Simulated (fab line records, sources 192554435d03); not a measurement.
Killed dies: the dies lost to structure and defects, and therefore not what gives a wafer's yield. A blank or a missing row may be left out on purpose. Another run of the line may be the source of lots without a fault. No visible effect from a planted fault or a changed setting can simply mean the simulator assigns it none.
The tool behind it: which one? / flow n5 finfet / 36 wafers from 12 lots sampled at 4 of the route's 1938 steps

== WHAT THE GAUGES SHOWED, per wafer ==
N5_FIN_SAQP_CD_MEAS_16 targets a cd of 35.6 nm.
lot=L075; measured=day 2 03:11; on=cd sem-01; cd nm (nm)=35.27 35.15 35.43
lot=L077; measured=day 2 18:10; on=cd sem-01; cd nm (nm)=35.31 35.47 35.11
lot=L079; measured=day 3 03:52; on=cd sem-03; cd nm (nm)=35.19 35.25 35.31
lot=L081; measured=day 3 16:55; on=cd sem-03; cd nm (nm)=35.71 35.24 35.85
lot=L083; measured=day 4 03:51; on=cd sem-03; cd nm (nm)=35.55 35.54 35.70
lot=L085; measured=day 4 16:28; on=cd sem-03; cd nm (nm)=35.30 35.76 35.72
lot=L087; measured=day 5 03:42; on=cd sem-01; cd nm (nm)=35.62 35.61 35.67
lot=L089; measured=day 5 15:38; on=cd sem-02; cd nm (nm)=35.20 35.23 35.23
lot=L091; measured=day 6 03:20; on=cd sem-02; cd nm (nm)=35.70 35.57 35.40
lot=L093; measured=day 6 15:56; on=cd sem-02; cd nm (nm)=35.30 35.89 35.43
lot=L095; measured=day 7 04:05; on=cd sem-02; cd nm (nm)=35.48 35.42 35.85
lot=L097; measured=day 7 16:58; on=cd sem-02; cd nm (nm)=35.19 34.90 34.78

== WHAT TOOL EACH LOT RAN ON (gives the tool, then ch and the chambers of the sampled wafers, and finally the start) ==
lot=L075; N5_ZERO_LAYER_PECVD_02=pecvd-03 ch 0,1,2, day 1 18:17; N5_WELL_APT_RTA_34=rtp anneal-02 ch 0, day 1 21:48; N5_PMOS_HMC_CHANNEL_EPI_DESCUM_14=rie diel-01 ch 0,1,3, day 1 23:13
lot=L077; N5_ZERO_LAYER_PECVD_02=pecvd-03 ch 0,1,2, day 2 06:18; N5_WELL_APT_RTA_34=rtp anneal-02 ch 0, day 2 10:29; N5_PMOS_HMC_CHANNEL_EPI_DESCUM_14=rie diel-03 ch 1,2, day 2 11:56
lot=L079; N5_ZERO_LAYER_PECVD_02=pecvd-02 ch 1,2, day 2 18:17; N5_WELL_APT_RTA_34=rtp anneal-02 ch 0, day 2 21:52; N5_PMOS_HMC_CHANNEL_EPI_DESCUM_14=rie diel-05 ch 0,1, day 2 23:17
lot=L081; N5_ZERO_LAYER_PECVD_02=pecvd-03 ch 0,1,2, day 3 06:19; N5_WELL_APT_RTA_34=rtp anneal-02 ch 0, day 3 09:54; N5_PMOS_HMC_CHANNEL_EPI_DESCUM_14=rie diel-05 ch 1,2, day 3 11:26
lot=L083; N5_ZERO_LAYER_PECVD_02=pecvd-03 ch 0,1, day 3 18:18; N5_WELL_APT_RTA_34=rtp anneal-01 ch 0, day 3 22:04; N5_PMOS_HMC_CHANNEL_EPI_DESCUM_14=rie diel-03 ch 0,1,3, day 3 23:33
lot=L085; N5_ZERO_LAYER_PECVD_02=pecvd-02 ch 1,2, day 4 06:17; N5_WELL_APT_RTA_34=rtp anneal-02 ch 0, day 4 10:14; N5_PMOS_HMC_CHANNEL_EPI_DESCUM_14=rie diel-05 ch 0,1,2, day 4 11:50
lot=L087; N5_ZERO_LAYER_PECVD_02=pecvd-03 ch 1,2, day 4 18:18; N5_WELL_APT_RTA_34=rtp anneal-01 ch 0, day 4 21:41; N5_PMOS_HMC_CHANNEL_EPI_DESCUM_14=rie diel-01 ch 0,1,2, day 4 22:57
lot=L089; N5_ZERO_LAYER_PECVD_02=pecvd-04 ch 1,2, day 5 06:17; N5_WELL_APT_RTA_34=rtp anneal-02 ch 0, day 5 10:08; N5_PMOS_HMC_CHANNEL_EPI_DESCUM_14=rie diel-05 ch 1,3, day 5 11:31
lot=L091; N5_ZERO_LAYER_PECVD_02=pecvd-03 ch 0,1,2, day 5 18:17; N5_WELL_APT_RTA_34=rtp anneal-02 ch 0, day 5 21:56; N5_PMOS_HMC_CHANNEL_EPI_DESCUM_14=rie diel-01 ch 0,1,3, day 5 23:20
lot=L093; N5_ZERO_LAYER_PECVD_02=pecvd-03 ch 0,1,2, day 6 06:17; N5_WELL_APT_RTA_34=rtp anneal-01 ch 0, day 6 10:08; N5_PMOS_HMC_CHANNEL_EPI_DESCUM_14=rie diel-05 ch 0,1,3, day 6 11:30
lot=L095; N5_ZERO_LAYER_PECVD_02=pecvd-03 ch 1,2, day 6 18:17; N5_WELL_APT_RTA_34=rtp anneal-02 ch 0, day 6 21:53; N5_PMOS_HMC_CHANNEL_EPI_DESCUM_14=rie diel-01 ch 0,1,3, day 6 23:30
lot=L097; N5_ZERO_LAYER_PECVD_02=pecvd-04 ch 0,1, day 7 06:17; N5_WELL_APT_RTA_34=rtp anneal-01 ch 0, day 7 10:51; N5_PMOS_HMC_CHANNEL_EPI_DESCUM_14=rie diel-01 ch 1,2,3, day 7 12:47
- N5_ZERO_LAYER_PECVD_02: deposits SiO2 from SiH4/N2O, target thk 10 nm, time 6 s.
- N5_WELL_APT_RTA_34: time 10 s.
- N5_PMOS_HMC_CHANNEL_EPI_DESCUM_14: chemistry O2, time 7.9 s.

== THE ANSWER, worked out from the rows above alone ==
Rule: the usual values come from the lots themselves. The widest of any qualifying gaps counts: lots, ordered by their means at a reading, are off when they make up no more than a third of the lots, leave a main group of 4 or more, and stand apart from it by 3 or more times the standard deviation of that group's means. Not used: any main group whose means are identical at the precision the tables above print for the reading. A lot without any number at a reading at which 4 lots or more have one is off too. All remaining lots with rows at the step are treated as sound.
No lot is off on any of the readings shown, so nothing can be concluded from this.

== WHAT HAD BEEN PUT IN BY THE SIMULATOR ==
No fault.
